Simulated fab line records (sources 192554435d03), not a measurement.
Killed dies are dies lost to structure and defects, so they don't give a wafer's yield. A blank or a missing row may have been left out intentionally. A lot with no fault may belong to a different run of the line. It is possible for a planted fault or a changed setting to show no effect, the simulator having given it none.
Chamber matching :: flow n5Finfet :: pecvd-02 running N5_BEOL_M5_PECVD_70: 3 sister chambers
The step deposits SiO2 from TEOS/O2, target thk 16 nm, time 18 s. 6 wafers are shown with their chamber, then 8 later ones without.

WAFERS WITH THEIR CHAMBER
wafer: L091.2
chamber: 1
showerheadPlenumPTorr (Torr): 8.82
throttleValvePct (%): 20.3

wafer: L091.4
chamber: 0
showerheadPlenumPTorr (Torr): 8.85
throttleValvePct (%): 23.2

wafer: L091.5
chamber: 1
showerheadPlenumPTorr (Torr): 8.82
throttleValvePct (%): 20.6

wafer: L089.4
chamber: 2
showerheadPlenumPTorr (Torr): 8.65
throttleValvePct (%): 22.4

wafer: L089.5
chamber: 0
showerheadPlenumPTorr (Torr): 8.84
throttleValvePct (%): 22.8

wafer: L093.2
chamber: 2
showerheadPlenumPTorr (Torr): 8.69
throttleValvePct (%): 22.5

WAFERS WHOSE CHAMBER IS MISSING
wafer: L093.3
showerheadPlenumPTorr (Torr): 8.81
throttleValvePct (%): 20.3

wafer: L093.4
showerheadPlenumPTorr (Torr): 8.85
throttleValvePct (%): 22.7

wafer: L094.3
showerheadPlenumPTorr (Torr): 8.84
throttleValvePct (%): 22.9

wafer: L094.4
showerheadPlenumPTorr (Torr): 8.83
throttleValvePct (%): 20.6

wafer: L094.6
showerheadPlenumPTorr (Torr): 8.84
throttleValvePct (%): 23.0

wafer: L097.1
showerheadPlenumPTorr (Torr): 8.87
throttleValvePct (%): 23.1

wafer: L097.4
showerheadPlenumPTorr (Torr): 8.65
throttleValvePct (%): 22.6

wafer: L097.6
showerheadPlenumPTorr (Torr): 8.81
throttleValvePct (%): 20.4

THE CHAMBER EACH PASSED THROUGH
wafer: L093.3
from the rows above: 1
in truth: 1

wafer: L093.4
from the rows above: 0
in truth: 0

wafer: L094.3
from the rows above: 0
in truth: 0

wafer: L094.4
from the rows above: 1
in truth: 1

wafer: L094.6
from the rows above: 0
in truth: 0

wafer: L097.1
from the rows above: 0
in truth: 0

wafer: L097.4
from the rows above: 2
in truth: 2

wafer: L097.6
from the rows above: 1
in truth: 1
Correct placement for 8 of the 8. Can't be placed from these rows: 0. Placed wrongly: 0.
How it was worked out, from the rows above alone: a wafer's distance from a chamber is the root of the sum, over the readings, of the square of ((its reading less the chamber's mean) divided by the reading's scatter). The wafer belongs to the nearest chamber; if the next one is less than 2 further off, it can't be placed. The mean given for a chamber averages the wafers shown for that chamber. The scatter: take each reading less its chamber's mean, square it, sum over the shown wafers, divide by the number of wafers less the number of chambers, and take the root.
